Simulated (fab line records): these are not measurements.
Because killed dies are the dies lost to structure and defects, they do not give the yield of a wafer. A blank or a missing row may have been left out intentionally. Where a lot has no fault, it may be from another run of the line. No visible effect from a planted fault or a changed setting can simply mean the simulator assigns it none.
Matching of chambers	flow nand harc	NHARC_A_STAIRCASE_TRIM_196 on rie diel-11 has 4 sister chambers
The step chemistry O2, time 211.2 s. 4 wafers are shown with their chamber, then 7 later ones without.

== EACH WAFER AND ITS CHAMBER ==
wafer	chamber	drypump motor current A (A)
L086.5	1	5.4
L086.6	3	5.4
L094.1	0	5.6
L094.2	2	6.4

== WAFERS WHOSE CHAMBER IS MISSING ==
wafer	drypump motor current A (A)
L094.3	5.4
L093.1	5.4
L093.2	6.4
L093.4	5.5
L096.2	5.4
L096.4	5.5
L096.6	6.4

== EACH ONE'S CHAMBER ==
wafer	from the rows above	in truth
L094.3	can't be placed: 1 or 3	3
L093.1	can't be placed: 1 or 3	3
L093.2	2	2
L093.4	can't be placed: 0 or 1 or 3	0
L096.2	can't be placed: 1 or 3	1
L096.4	can't be placed: 0 or 1 or 3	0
L096.6	2	2
Correctly placed: 2 of 7. From these rows, 5 cannot be placed; in 5 the true chamber is one of the candidates. 0 placed wrongly.
How it was worked out, from the rows above alone: a wafer's distance from a chamber is the root of the sum, over the readings, of the square of ((its reading less the chamber's mean) divided by the reading's scatter). The wafer belongs to the nearest chamber; if the next one is less than 2 further off, it can't be placed. The mean given for a chamber averages the wafers shown for that chamber. The scatter (one wafer shown for each chamber): square how far every hidden wafer sits from the nearest shown wafer, average those squares and take the square root.
